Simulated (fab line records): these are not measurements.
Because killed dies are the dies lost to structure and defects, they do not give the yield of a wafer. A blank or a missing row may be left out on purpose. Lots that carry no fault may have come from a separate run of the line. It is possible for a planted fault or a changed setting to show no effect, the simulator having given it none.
Matching of chambers / flow n5_finfet / 4 sister chambers for N5_BEOL_M0_SAQP_MANDREL_ETCH_20 on rie_si-02
The step etches a-Si in HBr/Cl2, stops on SiNx, target depth 60 nm, bt time 10 s, time 30 s. 16 wafers are shown with their chamber, then 8 later ones without.

WAFERS, EACH WITH ITS CHAMBER
wafer=L794.3; chamber=2; throttle_valve_pct (%)=36.2; drypump_motor_current_A (A)=6.0; he_backside_leak_sccm (sccm)=2.34
wafer=L794.4; chamber=1; throttle_valve_pct (%)=35.4; drypump_motor_current_A (A)=5.7; he_backside_leak_sccm (sccm)=2.60
wafer=L794.5; chamber=3; throttle_valve_pct (%)=35.0; drypump_motor_current_A (A)=4.7; he_backside_leak_sccm (sccm)=2.24
wafer=L796.1; chamber=1; throttle_valve_pct (%)=35.4; drypump_motor_current_A (A)=5.7; he_backside_leak_sccm (sccm)=2.57
wafer=L796.4; chamber=3; throttle_valve_pct (%)=35.0; drypump_motor_current_A (A)=4.7; he_backside_leak_sccm (sccm)=2.52
wafer=L796.6; chamber=1; throttle_valve_pct (%)=35.4; drypump_motor_current_A (A)=5.7; he_backside_leak_sccm (sccm)=2.58
wafer=L808.3; chamber=1; throttle_valve_pct (%)=35.4; drypump_motor_current_A (A)=5.7; he_backside_leak_sccm (sccm)=2.70
wafer=L808.5; chamber=0; throttle_valve_pct (%)=35.1; drypump_motor_current_A (A)=6.6; he_backside_leak_sccm (sccm)=2.92
wafer=L808.6; chamber=1; throttle_valve_pct (%)=35.4; drypump_motor_current_A (A)=5.7; he_backside_leak_sccm (sccm)=2.64
wafer=L809.3; chamber=2; throttle_valve_pct (%)=36.2; drypump_motor_current_A (A)=6.0; he_backside_leak_sccm (sccm)=2.37
wafer=L809.4; chamber=1; throttle_valve_pct (%)=35.4; drypump_motor_current_A (A)=5.7; he_backside_leak_sccm (sccm)=2.64
wafer=L809.6; chamber=0; throttle_valve_pct (%)=35.1; drypump_motor_current_A (A)=6.5; he_backside_leak_sccm (sccm)=2.91
wafer=L811.2; chamber=1; throttle_valve_pct (%)=35.4; drypump_motor_current_A (A)=5.6; he_backside_leak_sccm (sccm)=2.71
wafer=L811.3; chamber=3; throttle_valve_pct (%)=35.1; drypump_motor_current_A (A)=4.7; he_backside_leak_sccm (sccm)=2.51
wafer=L811.4; chamber=0; throttle_valve_pct (%)=35.1; drypump_motor_current_A (A)=6.5; he_backside_leak_sccm (sccm)=2.89
wafer=L812.1; chamber=3; throttle_valve_pct (%)=35.0; drypump_motor_current_A (A)=4.7; he_backside_leak_sccm (sccm)=2.58

SIGNATURES (averages over the wafers above)
reading=throttle_valve_pct; chamber 0=35.100; chamber 1=35.400; chamber 2=36.200; chamber 3=35.025; scatter within a chamber=0.025
reading=drypump_motor_current_A; chamber 0=6.533; chamber 1=5.686; chamber 2=6.000; chamber 3=4.700; scatter within a chamber=0.0356
reading=he_backside_leak_sccm; chamber 0=2.9067; chamber 1=2.6343; chamber 2=2.3550; chamber 3=2.4625; scatter within a chamber=0.0857
Rule: a wafer lies at a distance from a chamber equal to the root of the sum of squares, over the readings, of (its reading less the chamber's mean, divided by the reading's scatter). If the next closest chamber is less than 2 further off than the closest, the wafer can't be placed; otherwise it belongs to the closest. How the scatter is found: for the shown wafers, subtract from each reading the mean of its chamber, square and add these, divide the total by (wafers less chambers), then take the root.

WAFERS MISSING THEIR CHAMBER
wafer=L812.2; throttle_valve_pct (%)=35.4; drypump_motor_current_A (A)=5.7; he_backside_leak_sccm (sccm)=2.45
wafer=L812.4; throttle_valve_pct (%)=35.1; drypump_motor_current_A (A)=6.6; he_backside_leak_sccm (sccm)=2.97
wafer=L814.2; throttle_valve_pct (%)=35.1; drypump_motor_current_A (A)=6.6; he_backside_leak_sccm (sccm)=2.92
wafer=L814.3; throttle_valve_pct (%)=35.4; drypump_motor_current_A (A)=5.7; he_backside_leak_sccm (sccm)=2.60
wafer=L814.4; throttle_valve_pct (%)=35.0; drypump_motor_current_A (A)=4.7; he_backside_leak_sccm (sccm)=2.35
wafer=L815.3; throttle_valve_pct (%)=35.0; drypump_motor_current_A (A)=4.7; he_backside_leak_sccm (sccm)=2.48
wafer=L815.5; throttle_valve_pct (%)=35.0; drypump_motor_current_A (A)=4.7; he_backside_leak_sccm (sccm)=2.44
wafer=L815.6; throttle_valve_pct (%)=35.1; drypump_motor_current_A (A)=6.5; he_backside_leak_sccm (sccm)=2.78

WHICH CHAMBER EACH ONE RAN IN
wafer=L812.2; from the rows above=1; in truth=1
wafer=L812.4; from the rows above=0; in truth=0
wafer=L814.2; from the rows above=0; in truth=0
wafer=L814.3; from the rows above=1; in truth=1
wafer=L814.4; from the rows above=3; in truth=3
wafer=L815.3; from the rows above=3; in truth=3
wafer=L815.5; from the rows above=3; in truth=3
wafer=L815.6; from the rows above=0; in truth=0
Correct placement for 8 of the 8. Number that these rows cannot place: 0. Number placed wrongly: 0.
